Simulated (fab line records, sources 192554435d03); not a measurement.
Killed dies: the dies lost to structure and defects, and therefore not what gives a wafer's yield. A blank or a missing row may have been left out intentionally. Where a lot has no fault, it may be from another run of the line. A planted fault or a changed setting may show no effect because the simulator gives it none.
Lot-split experiment + flow n5 finfet + 21 wafers read across 7 lots, on a route 1938 steps long

== ON THE SPLIT ==
At N5_DUMMY_GATE_PECVD_30 (deposits SiO2 from TEOS/O2, target thk 55 nm, time 10.8 s), the setting time s was moved away from the recipe's 10.8 s on 9 of the 21 wafers read, by -14.7% to +13.1%. This setting was run at the recipe's value on the other wafers.

The reading is taken at the split's own step.

== THE READING ==
SiO2_of_DUMMY_GATE_PECVD_30.thk nm (the simulator's own value, which no gauge read), in nm, at N5_DUMMY_GATE_PECVD_30 (deposits SiO2 from TEOS/O2, target thk 55 nm, time 10.8 s). The file gives no usual value for it. Average 54.4 nm, standard deviation 1 nm, over the 12 wafers here run with the recipe.

| wafer  | tool, chamber at the split | time s as run, s | against the recipe | SiO2_of_DUMMY_GATE_PECVD_30.thk nm, nm | against lot-mates on the recipe |
|--------|----------------------------|------------------|--------------------|----------------------------------------|---------------------------------|
| L080.1 | pecvd-01, 2                | 9.213            | -14.7%             | 45.8                                   | -6.6                            |
| L080.4 | pecvd-01, 2                | 9.213            | -14.7%             | 46.4                                   | -6.0                            |
| L080.5 | pecvd-01, 1                | 10.8             | recipe             | 52.4                                   | -                               |
| L083.3 | pecvd-04, 2                | 9.729            | -9.9%              | 50.2                                   | -5.8                            |
| L083.4 | pecvd-04, 1                | 10.8             | recipe             | 56                                     | -                               |
| L083.6 | pecvd-04, 0                | 9.729            | -9.9%              | 50.8                                   | -5.2                            |
| L087.2 | pecvd-01, 2                | 10.8             | recipe             | 54.6                                   | -                               |
| L087.3 | pecvd-01, 0                | 10.8             | recipe             | 53.6                                   | -                               |
| L087.5 | pecvd-01, 1                | 10.8             | recipe             | 54.4                                   | -                               |
| L091.2 | pecvd-02, 0                | 10.8             | recipe             | 55.2                                   | -                               |
| L091.5 | pecvd-02, 1                | 10.12            | -6.3%              | 53                                     | -2.2                            |
| L091.6 | pecvd-02, 0                | 10.12            | -6.3%              | 52.8                                   | -2.4                            |
| L095.3 | pecvd-04, 0                | 12.22            | +13.1%             | 62.2                                   | +6.2                            |
| L095.4 | pecvd-04, 0                | 12.22            | +13.1%             | 63.2                                   | +7.2                            |
| L095.5 | pecvd-04, 1                | 10.8             | recipe             | 56                                     | -                               |
| L096.1 | pecvd-01, 1                | 10.8             | recipe             | 53.2                                   | -                               |
| L096.3 | pecvd-01, 0                | 10.8             | recipe             | 53.8                                   | -                               |
| L096.6 | pecvd-01, 2                | 10.8             | recipe             | 54.6                                   | -                               |
| L097.4 | pecvd-02, 1                | 10.8             | recipe             | 54.2                                   | -                               |
| L097.5 | pecvd-02, 2                | 10.8             | recipe             | 55                                     | -                               |
| L097.6 | pecvd-02, 0                | 11.89            | +10.1%             | 60                                     | +5.4                            |

THE FIT
A straight line over all 21 wafers: SiO2_of_DUMMY_GATE_PECVD_30.thk nm changes by +0.541 nm for each +1% of time s; r = +0.96; the points scatter about the line by 1.1 nm.
The same after taking each lot's own level away (the mean of its wafers on the recipe; 21 wafers): +0.482 nm for each +1%; r = +0.99; scatter 0.57 nm.
On that fit, the largest move of time s shifts the reading by 7.1 nm.
Measured against the standard deviation above, the lots' own levels, which go from 52.40 to 56.00 nm, span 3.5 times it.
So the lot-to-lot level changes the slope: the two fits differ.
Check: with one of the wafers moved furthest among these (-14.7%) left out of the fit, the line predicts -7.04 nm for it against its lot-mates. Against them it came out at -6.6 nm.

== THE OTHER SPLITS THESE WAFERS WENT THROUGH ==
These wafers also went through other splits before the reading. Each is held against what the fit with the lots' levels taken away leaves over:
| other split on the same wafers            | wafers away from the commonest value | r with SiO2_of_DUMMY_GATE_PECVD_30.thk nm (lot level and that fit taken away) |
|-------------------------------------------|--------------------------------------|-------------------------------------------------------------------------------|
| N5_ZERO_LAYER_COAT_05 spin rpm            | 9                                    | -0.23                                                                         |
| N5_ZERO_LAYER_EXPOSE_08 dose mj           | 4                                    | +0.07                                                                         |
| N5_PMOS_HMC_CHANNEL_EPI_PEB_07 peb time s | 5                                    | -0.17                                                                         |
| N5_FIN_SAQP_PECVD_06 time s               | 11                                   | -0.04                                                                         |
| N5_FIN_SAQP_COAT_49 time s                | 9                                    | +0.06                                                                         |
| N5_FIN_CUT_COAT_02 spin rpm               | 5                                    | -0.15                                                                         |

== THE FILE'S OWN FIT ==
SiO2_of_DUMMY_GATE_PECVD_30.thk nm changes by +0.484 nm for each +1% of time s, r = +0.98.
